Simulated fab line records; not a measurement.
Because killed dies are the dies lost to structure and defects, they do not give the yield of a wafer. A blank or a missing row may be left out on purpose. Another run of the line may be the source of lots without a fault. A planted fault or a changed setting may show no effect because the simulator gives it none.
fab line records	flow n5Finfet
[record] lots = 13	wafers = 34	lastDay = 18
route steps=1938 shown SD_EPI_P@316 SD_ACTIVATION@331 SDB@347 PASSIVATION@1936
lots untouched by any fault: they come from a run of this same line in which no faults occurred
startH: hours from the record's first day to the start of the lot's first wafer shown	waitH: hours since the lot's step before	" repeats the value in the row above	L1.1+2: one row covering several wafers at once	- no value, or no start given	* or withheld: withheld	< > ~ a bound
route shown NAME@n: NAME is a module with steps in the file, n the number in the route of the first one	usual: the fault-free wafers' mean and standard deviation	same: alike in all rows	chamber/n: place in a boat	sites: readings site by site	_std_site: standard deviation across them	_edge_site: the outer-site mean with the inner-site mean subtracted	radiusMm: for every site, how far away it sits from the centre of the wafer	mask NAME#n: copy n	behind: the tool/chamber that last shaped the wafer	hold: why the lot was held/for how many hours/how that ended	device: the n, p or np transistor that did not switch	end of line: tests of these same wafers at the route's end	for a step that has no rows: nothing shown but its recipe	killed: dies lost to structure and defects at the first sort, not the wafer's yield	map: shows each die of a wafer: x if killed, . if not, _ if none is there
set.NAME: the setting as run; set.NAME@STEP: as run at that earlier step	model.NAME: the simulator's own value behind a step, which no gauge read
the route's steps for a sample of lots (tables are steps, rows are wafers)
services: when a tool's chamber went out of use (startH, in hours from the record's first day, below 0 if earlier), for how many hours, and the reason
[[steps]]
[step N5_SD_EPI_P_STRIP_40]
[recipe] chemistry = N2/H2	powerW = 1000	tempC = 250	h2Frac = 0.65	overashFraction = 0.3	pressureMtorr = withheld	n2FlowSccm = 1750	h2FlowSccm = 3250
[usual] drypumpMotorCurrentA = 5.6/0.32	heaterPowerW = 328/11	oesProductAu = 0.761/0.011
lot.wafer	tool	chamber	startH	waitH	drypumpMotorCurrentA	heaterPowerW	oesProductAu	rfHoursCounterH
L237.3	plasmaAsher-02	1	61.42	0.0	5.5	320	0.760	-
L237.4	"	0	"	"	5.3	334	0.758	-
L237.6	"	0	"	"	5.3	334	0.763	-
L239.3	plasmaAsher-02	1	73.90	0.0	5.5	318	0.754	-
L239.4	"	0	"	"	5.3	339	0.747	-
L239.5	"	1	"	"	5.5	320	0.744	-
L240.1	plasmaAsher-02	1	78.75	0.0	5.5	319	0.772	37
L240.4	"	0	"	"	5.3	349	0.750	-
L241.1	plasmaAsher-01	1	84.61	0.0	5.6	327	0.754	90
L241.6	"	1	"	"	5.7	316	0.754	-
L242.1	plasmaAsher-02	1	89.68	0.0	5.5	316	0.745	39
L242.6	"	1	"	"	5.5	321	0.768	-
L243.4	plasmaAsher-02	0	100.98	0.0	5.3	339	0.756	-
L243.6	"	0	"	"	5.3	348	0.756	-
L244.2	plasmaAsher-01	0	106.55	0.0	6.2	323	0.766	94
L244.4	"	0	"	"	6.2	329	0.764	-
L244.5	"	1	"	"	5.6	315	0.756	-
L248.1	plasmaAsher-02	1	125.69	0.0	5.5	312	0.746	45
L248.6	"	0	"	"	5.3	347	0.761	-
L249.3	plasmaAsher-02	1	133.18	0.0	5.5	316	0.771	-
L249.4	"	0	"	"	5.3	341	0.783	-
L249.6	"	0	"	"	5.3	342	0.772	-
L250.1	plasmaAsher-01	1	137.85	0.0	5.7	315	0.752	100
L250.3	"	0	"	"	6.2	333	0.758	-
L250.4	"	1	"	"	5.7	318	0.756	-
L256.1	plasmaAsher-02	0	175.12	0.0	5.3	341	0.764	52
L256.3	"	1	"	"	5.6	321	0.758	-
L256.5	"	1	"	"	5.5	315	0.757	-
L258.3	plasmaAsher-02	0	185.46	0.3	5.3	333	0.773	-
L258.5	"	1	"	"	5.5	312	0.775	-
L258.6	"	0	"	"	5.3	345	0.749	-
L259.2	plasmaAsher-01	0	195.53	0.0	6.2	325	0.764	113
L259.3	"	1	"	"	5.7	322	0.774	-
L259.5	"	0	"	"	6.2	334	0.740	-
[step N5_SD_EPI_P_PRECLEAN_32]
[recipe] chemistry = dHF	timeS = 10	dilution = 500:1	tempC = 25
lot.wafer	tool	chamber	startH	waitH
L237.3+4+6	wetBench-03	3,4,1	64.23	0.0
L239.3+4+5	wetBench-06	2,3,6	76.71	0.0
L240.1+4	wetBench-06	2,5	81.60	0.0
L241.1+6	wetBench-01	3,4	87.45	0.0
L242.1+6	wetBench-01	3,5	92.52	0.0
L243.4+6	wetBench-01	7,6	103.79	0.0
L244.2+4+5	wetBench-03	0,5,3	110.22	0.0
L248.1+6	wetBench-01	7,6	129.36	0.0
L249.3+4+6	wetBench-03	0,6,4	136.85	0.0
L250.1+3+4	wetBench-03	5,1,4	141.53	0.0
L256.1+3+5	wetBench-01	4,3,1	177.95	0.0
L258.3+5+6	wetBench-01	6,5,4	189.11	0.0
L259.2+3+5	wetBench-06	6,2,5	199.20	0.0
[step N5_SD_EPI_P_INSPECT_26]
[recipe] inspectInstrument = darkfield	mode = postEpi
[usual] rawDefectCount = 173/39
lot.wafer	tool	chamber	startH	waitH	rawDefectCount
L237.3	defectInspect-01	-	64.29	0.0	133
L237.4	"	-	"	"	138
L237.6	"	-	"	"	166
L239.3	defectInspect-01	-	76.77	0.0	155
L239.4	"	-	"	"	205
L239.5	"	-	"	"	179
L240.1	defectInspect-02	-	81.65	0.0	141
L240.4	"	-	"	"	168
L241.1	defectInspect-01	-	87.51	0.0	137
L241.6	"	-	"	"	111
L242.1	defectInspect-01	-	92.57	0.0	216
L242.6	"	-	"	"	130
L243.4	defectInspect-01	-	103.85	0.0	146
L243.6	"	-	"	"	175
L244.2	defectInspect-02	-	110.28	0.0	139
L244.4	"	-	"	"	193
L244.5	"	-	"	"	147
L248.1	defectInspect-02	-	129.41	0.0	150
L248.6	"	-	"	"	219
L249.3	defectInspect-02	-	136.91	0.0	870
L249.4	"	-	"	"	895
L249.6	"	-	"	"	866
L250.1	defectInspect-01	-	141.58	0.0	954
L250.3	"	-	"	"	924
L250.4	"	-	"	"	935
L256.1	defectInspect-02	-	178.01	0.0	194
L256.3	"	-	"	"	185
L256.5	"	-	"	"	166
L258.3	defectInspect-01	-	189.16	0.0	203
L258.5	"	-	"	"	196
L258.6	"	-	"	"	221
L259.2	defectInspect-01	-	199.25	0.0	157
L259.3	"	-	"	"	144
L259.5	"	-	"	"	192
[step N5_SD_ACTIVATION_LSA_01]
[recipe] tempC = 1080	timeS = 0.0008	ambient = N2
[usual] wafer_temp_C_max = 1086.9/2.7
lot.wafer	tool	chamber	startH	waitH	wafer_temp_C_max
L237.3	laserAnneal-02	0	64.65	0.2	1084.4
L237.4	"	0	"	"	1085.1
L237.6	"	0	"	"	1084.1
L239.3	laserAnneal-02	0	77.06	0.2	1084.4
L239.4	"	0	"	"	1084.1
L239.5	"	0	"	"	1084.3
L240.1	laserAnneal-01	0	81.88	0.2	1090.5
L240.4	"	0	"	"	1088.4
L241.1	laserAnneal-02	0	87.73	0.2	1084.3
L241.6	"	0	"	"	1084.7
L242.1	laserAnneal-01	0	92.80	0.2	1089.4
L242.6	"	0	"	"	1087.5
L243.4	laserAnneal-02	0	104.36	0.2	1083.8
L243.6	"	0	"	"	1084.4
L244.2	laserAnneal-01	0	110.53	0.2	1089.7
L244.4	"	0	"	"	1089.9
L244.5	"	0	"	"	1090.8
L248.1	laserAnneal-01	0	129.64	0.2	1089.7
L248.6	"	0	"	"	1088.2
L249.3	laserAnneal-02	0	137.20	0.2	1084.7
L249.4	"	0	"	"	1086.0
L249.6	"	0	"	"	1084.7
L250.1	laserAnneal-01	0	141.81	0.2	1088.1
L250.3	"	0	"	"	1092.3
L250.4	"	0	"	"	1089.8
L256.1	laserAnneal-01	0	178.25	0.2	1087.3
L256.3	"	0	"	"	1088.9
L256.5	"	0	"	"	1088.1
L258.3	laserAnneal-02	0	189.45	0.2	1084.0
L258.5	"	0	"	"	1086.2
L258.6	"	0	"	"	1085.0
L259.2	laserAnneal-02	0	199.51	0.2	1083.2
L259.3	"	0	"	"	1086.4
L259.5	"	0	"	"	1086.0
[step N5_SDB_HM_DEP_00]
[recipe] material = SiNx	targetThkA = 400	tempC = 400	precursor = SiH4/NH3/N2	pressureTorr = 1.5	rfW = 300	timeS = 35.3
[usual] heaterPowerW = 705/52	showerheadPlenumPTorr = 5.09/0.062	throttleValvePct = 40.9/2.3
lot.wafer	tool	chamber	startH	waitH	heaterPowerW	showerheadPlenumPTorr	sinceWetCleanH	throttleValvePct
L237.3	pecvd-02	1	71.63	0.0	691	5.08	1682	44.3
L237.4	"	0	"	"	723	5.07	-	43.1
L237.6	"	1	"	"	666	5.08	-	44.3
L239.3	pecvd-04	1	83.85	0.0	730	5.12	1331	42.4
L239.4	"	0	"	"	698	4.99	-	39.8
L239.5	"	1	"	"	736	5.10	-	42.4
L240.1	pecvd-04	1	89.40	0.0	755	5.13	1337	42.5
L240.4	"	2	"	"	671	5.02	-	39.3
L241.1	pecvd-04	2	95.27	0.0	652	5.02	2068	39.4
L241.6	"	2	"	"	694	5.03	-	39.5
L242.1	pecvd-02	2	100.86	0.0	687	5.13	232	38.4
L242.6	"	1	"	"	550	5.09	-	44.1
L243.4	pecvd-03	0	111.22	0.1	811	5.16	-	42.1
L243.6	"	2	"	"	726	5.17	-	35.6
L244.2	pecvd-04	0	117.61	0.0	698	4.97	640	40.1
L244.4	"	1	"	"	666	5.12	-	42.1
L244.5	"	2	"	"	762	5.03	-	39.6
L248.1	pecvd-03	1	136.48	0.0	680	5.13	1565	42.5
L248.6	"	0	"	"	744	5.14	-	41.9
L249.3	pecvd-02	0	144.57	0.0	654	5.09	1030	43.7
L249.4	"	1	"	"	641	5.08	-	44.0
L249.6	"	2	"	"	754	5.15	-	38.5
L250.1	pecvd-03	1	148.64	0.0	666	5.12	1578	42.6
L250.3	"	0	"	"	789	5.14	853	41.9
L250.4	"	2	"	"	675	5.18	-	35.9
L256.1	pecvd-02	0	185.52	0.0	734	5.08	1071	43.6
L256.3	"	2	"	"	706	5.13	317	39.0
L256.5	"	2	"	"	720	5.15	-	39.0
L258.3	pecvd-03	2	196.70	0.0	704	5.19	147	36.4
L258.5	"	1	"	"	635	5.12	-	42.3
L258.6	"	2	"	"	699	5.18	-	36.2
L259.2	pecvd-02	1	207.83	0.0	661	5.08	1818	44.1
L259.3	"	2	"	"	749	5.13	339	38.7
L259.5	"	1	"	"	655	5.08	-	43.8
[step N5_PASSIVATION_PROBE_49]
[usual] killed_at_M0_to_M3 = 34/11	killed_at_M4_up = 14/5.6	killedAtContacts = 13/5.9	killedAtFrontEnd = 40/11	killedAtOther = 4/3.1	killedDies = 105/16	killedOpen = 68/11	killedShort = 34/8.4
[same] grossDies = 1180	killedAtBackSide = 0
lot.wafer	tool	chamber	startH	waitH	killed_at_M0_to_M3	killed_at_M4_up	killedAtContacts	killedAtFrontEnd	killedAtOther	killedDies	killedOpen	killedShort
L250.1	prober-02	-	380.88	0.0	34	7	14	172	13	240	55	38
L250.3	prober-02	-	380.98	0.1	34	16	9	169	7	235	68	34
L250.4	prober-02	-	381.03	0.2	35	12	7	136	6	196	56	40
L249.3	prober-01	-	389.35	0.1	32	16	13	182	1	244	73	35
L249.4	prober-01	-	389.40	0.2	34	14	11	158	6	223	60	30
L249.6	prober-01	-	389.50	0.3	33	12	6	135	1	187	52	37
// killed by level:class
L250.1 SD_EPI_P:unspecified=145 BEOL_M2:geometricParticle:open=10 MOL_CONTACT_COAG:geometricParticle:open=10 BEOL_M0_SAQP:geometricParticle:short=10 FIN_SAQP:geometricParticle:short=7 FIN_SAQP:geometricParticle:open=5 MOL_CONTACT_COAG:geometricParticle:short=4 BEOL_M0_SAQP:geometricParticle:open=4
L250.3 SD_EPI_P:unspecified=131 FIN_SAQP:geometricParticle:open=12 FIN_SAQP:geometricParticle:short=8 MOL_CONTACT_COAG:geometricParticle:open=8 BEOL_M0_SAQP:geometricParticle:short=8 BEOL_M1:geometricParticle:open=7 BEOL_M2:geometricParticle:open=6 BEOL_M0_SAQP:geometricParticle:open=4
L250.4 SD_EPI_P:unspecified=98 BEOL_M0_SAQP:geometricParticle:short=10 BEOL_M1:geometricParticle:open=10 STI_FIN_REVEAL:geometricParticle:open=8 FIN_SAQP:geometricParticle:short=7 MOL_CONTACT_COAG:geometricParticle:open=5 DUMMY_GATE:geometricParticle:open=5 BEOL_M0_SAQP:geometricParticle:open=4
L249.3 SD_EPI_P:unspecified=132 BEOL_M1:geometricParticle:open=12 MOL_CONTACT_COAG:geometricParticle:open=11 STI_FIN_REVEAL:geometricParticle:open=9 FIN_SAQP:geometricParticle:short=8 DUMMY_GATE:geometricParticle:open=8 BEOL_M0_SAQP:geometricParticle:open=5 BEOL_M2:geometricParticle:open=5
L249.4 SD_EPI_P:unspecified=133 MOL_CONTACT_COAG:geometricParticle:open=11 BEOL_M0_SAQP:geometricParticle:short=9 BEOL_M0_SAQP:geometricParticle:open=8 FIN_SAQP:geometricParticle:short=5 DUMMY_GATE:geometricParticle:open=5 BEOL_M0:geometricParticle:open=5 BEOL_M4:geometricParticle:open=5
L249.6 SD_EPI_P:unspecified=97 FIN_SAQP:geometricParticle:short=20 BEOL_M0_SAQP:geometricParticle:short=7 FIN_SAQP:geometricParticle:open=6 STI_FIN_REVEAL:geometricParticle:open=6 MOL_CONTACT_COAG:geometricParticle:open=6 BEOL_M0_SAQP:geometricParticle:open=6 BEOL_M1:geometricParticle:open=6
[[services]]
tool	chamber	startH	hours	kind
laserAnneal-02	-	40.74	2.0	pm
plasmaAsher-02	-	64.01	2.1	repair
pecvd-04	-	68.07	1.5	repair
pecvd-02	0	78.13	5.5	scheduledDown
pecvd-02	0	86.75	2.1	scheduledDown
pecvd-02	0	93.59	4.7	repair
pecvd-03	2	98.37	2.1	scheduledDown
pecvd-02	-	101.28	1.1	repair
pecvd-02	2	110.89	8.5	repair
wetBench-06	-	114.05	3.1	repair
pecvd-02	0	131.36	4.5	repair
plasmaAsher-02	-	146.34	14.6	repair
pecvd-02	2	155.76	2.1	scheduledDown
pecvd-04	0	157.64	2.1	scheduledDown
pecvd-04	1	171.87	21.9	repair
laserAnneal-01	-	179.54	18.5	pm
plasmaAsher-01	-	182.05	4.8	repair
pecvd-04	2	202.43	-	clean
pecvd-04	2	202.43	-	consumableReplace:showerhead
pecvd-04	2	202.43	29.0	scheduledDown
pecvd-04	2	202.43	29.0	ventCycle
[[key]]
[firstSign] step = N5_SD_EPI_P_INSPECT_26	reading = rawDefectCount	direction = up	sigmas = 19	usual = 173	struck = 907
[effect] step = N5_PASSIVATION_PROBE_49	reading = killedAtFrontEnd	direction = up	sigmas = 11	usual = 40	struck = 159
[moreKillsBornAt] N5_SD_EPI_P_PRECLEAN_32@wetBench-03 = 736
metAt N5_SD_EPI_P_PRECLEAN_32
struckLots L249,L250
testerLeftOut L249,L250
notActingAt N5_SD_EPI_P_STRIP_40,N5_SD_ACTIVATION_LSA_01,N5_SDB_HM_DEP_00
onsetBetween 110.22 136.85
[fault] kind = chamberParticleSource	tool = wetBench-03	chamber = -	onsetH = 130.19	steps = N5_SD_EPI_P_PRECLEAN_32	ratePerVisitCm2 = 1.1797	endH = 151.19
// testerLeftOut: of these lots the tester's yield and bins aren't shown, on N5 and GAA mostly nor the transistor test; their killed dies are dies lost to structure and defects alone, not to doping, threshold or leakage, so they don't give the yield
